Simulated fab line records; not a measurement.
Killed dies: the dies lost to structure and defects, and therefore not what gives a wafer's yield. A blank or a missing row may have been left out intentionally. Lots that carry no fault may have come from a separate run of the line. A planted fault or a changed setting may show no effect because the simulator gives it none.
Split-lot study    flow n5-finfet    on a route of 1938 steps: 7 lots, 21 wafers read

THE SPLIT ITSELF
At N5_BEOL_M2_COAT_67 (time 60 s, resist thk 60 nm), the setting spin-rpm was moved away from the recipe's 1500 rpm on 8 of the 21 wafers read, by -6.9% to +9.1%. This setting was run at the recipe's value on the other wafers.

FROM THE SPLIT TO THE READING: what the file shows between them, 7 steps
- N5_BEOL_M2_COAT_68: time 60 s, resist thk 12 nm
- N5_BEOL_M2_COAT_76: time 60 s, resist thk 5 nm
- N5_BEOL_M2_ALD_98: deposits SiO2, target thk 2.5 nm, pulse time 1 s, co reactant pulse time 1 s
- N5_BEOL_M2_ETCHBACK_99: etches SiO2 in CHF3, target depth 5 nm, time 10.4 s
- N5_BEOL_M2_ETCH_70: etches SOC in N2/H2, target depth 80 nm, overetch 24 nm, time 130 s
- N5_BEOL_M2_STRIP_71: strips in N2/H2
- N5_BEOL_M2_STRIP_78: strips in N2/H2

THE READING
SOC_of_BEOL_M2_COAT_67.thk-nm (the simulator's own value, which no gauge read), in nm, at N5_BEOL_M2_VIA_ETCH_34 (etches the open film in C4F6/O2, target depth 69.4 nm, time 65.9 s). No usual value for it is given in the file. Average 51.9 nm, standard deviation 0.32 nm, over the 13 wafers here run with the recipe.

wafer   tool, chamber at the split  spin-rpm as run, rpm  against the recipe  SOC_of_BEOL_M2_COAT_67.thk-nm, nm  against lot-mates on the recipe
L075.4  litho-track-04, 0           1500                  recipe              52                                 -
L075.5  litho-track-04, 0           1500                  recipe              52.2                               -
L075.6  litho-track-04, 0           1637                  +9.1%               49.4                               -2.7
L076.2  litho-track-05, 0           1500                  recipe              51.8                               -
L076.3  litho-track-05, 0           1500                  recipe              51.8                               -
L076.5  litho-track-05, 0           1400                  -6.7%               54                                 +2.2
L077.2  litho-track-02, 0           1500                  recipe              51.6                               -
L077.3  litho-track-02, 0           1500                  recipe              51.6                               -
L077.6  litho-track-02, 0           1500                  recipe              51.8                               -
L080.2  litho-track-04, 0           1396                  -6.9%               54.2                               +2.0
L080.3  litho-track-04, 0           1500                  recipe              52.2                               -
L080.5  litho-track-04, 0           1396                  -6.9%               54.4                               +2.2
L087.1  litho-track-05, 0           1500                  recipe              52.2                               -
L087.3  litho-track-05, 0           1438                  -4.1%               53.2                               +1.0
L087.4  litho-track-05, 0           1438                  -4.1%               53.4                               +1.2
L092.4  litho-track-05, 0           1500                  recipe              51.4                               -
L092.5  litho-track-05, 0           1500                  recipe              51.8                               -
L092.6  litho-track-05, 0           1500                  recipe              51.6                               -
L097.1  litho-track-02, 0           1553                  +3.5%               51.6                               -1.0
L097.4  litho-track-02, 0           1500                  recipe              52.6                               -
L097.6  litho-track-02, 0           1553                  +3.5%               51.2                               -1.4

THE FIT
A straight line over all 21 wafers: SOC_of_BEOL_M2_COAT_67.thk-nm changes by -0.296 nm for each +1% of spin-rpm; r = -0.96; the points scatter about the line by 0.34 nm.
The same after taking each lot's own level away (the mean of its wafers on the recipe; 21 wafers): -0.305 nm for each +1%; r = -0.99; scatter 0.14 nm.
On that fit, the largest move of spin-rpm shifts the reading by 2.8 nm.
Measured against the standard deviation above, the lots' own levels, which go from 51.60 to 52.60 nm, span 3.1 times it.
So the lot-to-lot level changes the slope little: the two slopes agree.
Check: with one of the wafers moved furthest among these (+9.1%) left out of the fit, the line predicts -2.86 nm for it against its lot-mates. Against them it came out at -2.7 nm.

FURTHER SPLITS ON THESE WAFERS
Other splits were also applied to these wafers ahead of the reading. Each is held against what the fit with the lots' levels taken away leaves over:
other split on the same wafers             wafers away from the commonest value  r with SOC_of_BEOL_M2_COAT_67.thk-nm (lot level and that fit taken away)
N5_BEOL_M0_TRENCH_ETCH_107 target-depth-a  7                                     -0.53
N5_BEOL_M2_DESCUM_16 time-s                7                                     -0.11

THE WHOLE CHAIN: every reading that the file lists as answering this split, in the file's order
step                    what it does                                                         reading                                                                         change (the file's fit)                r (the file's)
N5_BEOL_M2_COAT_67      time 60 s, resist thk 60 nm                                          SOC_of_BEOL_M2_COAT_67.thk-nm (the simulator's own value, which no gauge read)  -0.314 nm for each +1% of the setting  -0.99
N5_BEOL_M2_ETCH_70      etches SOC in N2/H2, target depth 80 nm, overetch 24 nm, time 130 s  etch.depth-nm (the simulator's own value, which no gauge read)                  -0.312 nm for each +1% of the setting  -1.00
N5_BEOL_M2_VIA_ETCH_34  etches the open film in C4F6/O2, target depth 69.4 nm, time 65.9 s   SOC_of_BEOL_M2_COAT_67.thk-nm (the simulator's own value, which no gauge read)  -0.305 nm for each +1% of the setting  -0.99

FILE'S OWN FIT
SOC_of_BEOL_M2_COAT_67.thk-nm changes by -0.305 nm for each +1% of spin-rpm, r = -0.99.
